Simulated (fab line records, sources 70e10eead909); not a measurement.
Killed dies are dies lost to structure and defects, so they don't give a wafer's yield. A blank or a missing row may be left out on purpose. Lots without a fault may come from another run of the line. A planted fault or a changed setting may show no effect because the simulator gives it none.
A struck lot beside a sound one | flow nand_harc | 22 steps out of a route of 1302
Sound: wafers L626.3, L626.5, L626.6. Struck: wafers L633.2, L633.3, L633.5. The cause comes at the end.
At each step with rows: each side's tool, then ch and its chambers, then its first start. Under that, the readings that differ: sound wafers | struck wafers | difference of the means | sigmas: that difference in standard deviations of wafers without a fault.
alike: readings whose means differ by less than 2 such deviations, and words and numbers that are the same on both sides. not compared: withheld readings, readings that some wafer has no value for, bounds like >300 that may hide the same value, and numbers for which the record gives no deviation and whose values overlap.
The two part at a step that has a row with sigmas, a row that says differs or no value, or rows on one side only. Numbers that don't overlap but have no deviation are shown without sigmas and don't part them. A reading that every wafer of one side lacks parts them only if that side has two wafers or more.

NHARC_A_CONTACT_CVD_19: deposits W, target thk 300 nm, time 802 s.
  sound on cvd_w-02 ch 0,1; struck on cvd_w-02 ch 0,1
  alike: heater_power_w, throttle_valve_pct
NHARC_A_CONTACT_CMP_20: polishes, t overpolish 30 s, target thk 300 nm.
  sound on cmp-03 ch 0,1, day 26 10:54; struck on cmp-01 ch 0,1,2, day 27 23:47
  alike: motor_current_A, overpolish_run_s, time_to_endpoint_s
then, 1 step without rows for these wafers: NHARC_A_CONTACT_SRD_22.
NHARC_A_CONTACT_INSPECT_23:
  sound on defect_inspect-02, day 26 11:17; struck on defect_inspect-01, day 28 00:08
  alike: raw_defect_count
then, 7 steps without rows for these wafers: NHARC_A_BLC_DEHYDRATE_00 (time 120 s); NHARC_A_BLC_HMDS_01 (time 30 s); NHARC_A_BLC_COAT_02 (time 75 s); NHARC_A_BLC_COAT_03 (time 65 s); NHARC_A_BLC_COAT_04 (resist thk 90 nm); NHARC_A_BLC_SOFTBAKE_05 (time 55 s); NHARC_A_BLC_EBR_06.
NHARC_A_BLC_EXPOSE_07: exposes mask A BLC, target cd 100 nm.
  sound on arfi_scanner-03 ch 0, day 26 11:40; struck on arfi_scanner-02 ch 0, day 28 00:31
  reading              | sound          | struck         | difference | sigmas
  exposure_dose_mJ_cm2 | 67.9 67.9 67.9 | 71.9 71.9 71.8 | +4.0       | +7
  alike: mask, reticle_temp_C
then, 2 steps without rows for these wafers: NHARC_A_BLC_PEB_08 (peb time 65 s); NHARC_A_BLC_DEVELOP_09 (develop time 35 s).
NHARC_A_BLC_CD_MEAS_10: target cd 100 nm.
  sound on cd_sem-01 ch 0, day 26 11:47; struck on cd_sem-01 ch 0, day 28 00:39
  reading    | sound          | struck            | difference | sigmas
  cd_nm (nm) | 98.9 99.5 99.3 | 102.4 102.6 102.0 | +3.1       | +5
NHARC_A_BLC_OVL_MEAS_11:
  sound on overlay-01, day 26 11:53; struck on overlay-01, day 28 00:44
  alike: overlay_x_nm, overlay_y_nm
NHARC_A_BLC_INSPECT_12:
  sound on defect_inspect-01, day 26 11:55; struck on defect_inspect-02, day 28 00:46
  alike: raw_defect_count
NHARC_A_BLC_DESCUM_15: chemistry O2, time 3 s.
  sound on rie_diel-03 ch 1,2, day 26 11:59; struck on rie_diel-03 ch 0,2,3, day 28 00:51
  reading                | sound             | struck            | difference | sigmas
  model.A_BLC.cd_nm (nm) | 99.08 99.88 99.56 | 103.6 103.1 101.5 | +3.2       |
  alike: drypump_motor_current_A, oes_product_au, rf_vpp_V, showerhead_plenum_p_Torr, throttle_valve_pct
  not compared: rf_hours_counter_h
NHARC_A_BLC_ETCH_16: etches the open film in CF4, target depth 39 nm, time 65 s.
  sound on rie_diel-03 ch 1,2, day 26 12:04; struck on rie_diel-03 ch 1,2,3, day 28 00:55
  alike: drypump_motor_current_A, oes_product_au, rf_vpp_V, showerhead_plenum_p_Torr, throttle_valve_pct
  not compared: rf_hours_counter_h
NHARC_A_BLC_ETCH_17: etches the open film in N2/H2, target depth 390 nm, time 609.38 s.
  sound on rie_diel-03 ch 0,3; struck on rie_diel-03 ch 0,1
  reading                | sound            | struck            | difference | sigmas
  model.A_BLC.cd_nm (nm) | 98.1 101.4 97.56 | 104.1 102.2 102.7 | +4.0       |
  alike: drypump_motor_current_A, oes_product_au, rf_vpp_V, showerhead_plenum_p_Torr, throttle_valve_pct
  not compared: rf_hours_counter_h
NHARC_A_BLC_ETCH_18: etches the open film in C4F8/O2/Ar, target depth 910 nm.
  sound on rie_diel-03 ch 0,1,3; struck on rie_diel-03 ch 1,2,3
  reading               | sound             | struck            | difference | sigmas
  oes_product_au (a.u.) | 0.911 0.921 0.923 | 0.955 0.976 0.959 | +0.045     | +2
  alike: rf_vpp_V
  not compared: rf_hours_counter_h
NHARC_END_SORT_01:
  sound on prober-01 ch 0, day 28 10:19; struck on prober-01 ch 0, day 29 21:32
  reading         | sound | struck | difference | sigmas
  killed_at_other | 2 4 0 | 0 0 0  | -2         | -2
  alike: killed_at_array, killed_at_periphery, killed_dies, killed_open, killed_short

WHERE THEY PART
First at NHARC_A_BLC_EXPOSE_07; last, within this record, at NHARC_END_SORT_01.

WHY: what the simulator had put in
Process parameter drift: arfi_scanner-02, from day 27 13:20 on, at NHARC_A_BLC_EXPOSE_07. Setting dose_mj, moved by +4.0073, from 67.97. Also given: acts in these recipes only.
